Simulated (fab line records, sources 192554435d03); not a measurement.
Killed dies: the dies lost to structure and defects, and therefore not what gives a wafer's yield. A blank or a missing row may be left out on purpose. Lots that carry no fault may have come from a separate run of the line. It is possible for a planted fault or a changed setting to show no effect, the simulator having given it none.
Matching of chambers | flow n5Finfet | cvdCo-01 running N5_BEOL_M0_CO_CAP_123: 3 sister chambers
The step material Co, precursor CCTBA/H2, target thk 2 nm, time 102.1 s. 6 wafers are shown with their chamber, then 9 later ones without.

## EACH WAFER AND ITS CHAMBER
wafer  | chamber | heaterPowerW (W) | susceptorTempC (C)
L089.6 | 0       | 220              | 199.73
L090.2 | 0       | 216              | 199.81
L090.3 | 1       | 223              | 199.94
L091.1 | 2       | 220              | 200.13
L091.3 | 1       | 219              | 199.77
L091.6 | 2       | 218              | 200.08

## WAFERS WHOSE CHAMBER IS MISSING
wafer  | heaterPowerW (W) | susceptorTempC (C)
L092.1 | 216              | 199.96
L092.4 | 216              | 199.91
L092.6 | 224              | 200.03
L094.1 | 217              | 199.89
L094.2 | 222              | 199.81
L094.5 | 217              | 200.02
L095.1 | 217              | 199.87
L095.2 | 220              | 199.72
L095.5 | 219              | 199.97

## EACH ONE'S CHAMBER
wafer  | from the rows above          | in truth
L092.1 | can't be placed: 2 or 1 or 0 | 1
L092.4 | can't be placed: 0 or 1 or 2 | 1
L092.6 | can't be placed: 2 or 1 or 0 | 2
L094.1 | can't be placed: 0 or 1 or 2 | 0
L094.2 | can't be placed: 1 or 0      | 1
L094.5 | can't be placed: 2 or 1 or 0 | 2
L095.1 | can't be placed: 0 or 1 or 2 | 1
L095.2 | can't be placed: 0 or 1      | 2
L095.5 | can't be placed: 1 or 2 or 0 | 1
0 of 9 placed correctly. From these rows, 9 cannot be placed; in 8 the true chamber is one of the candidates. Number placed wrongly: 0.
How it was worked out, from the rows above alone: a wafer's distance from a chamber is the root of the sum, over the readings, of the square of ((its reading less the chamber's mean) divided by the reading's scatter). If the next closest chamber is less than 2 further off than the closest, the wafer can't be placed; otherwise it belongs to the closest. A chamber's mean is the mean of its shown wafers. The scatter: take each reading less its chamber's mean, square it, sum over the shown wafers, divide by the number of wafers less the number of chambers, and take the root.
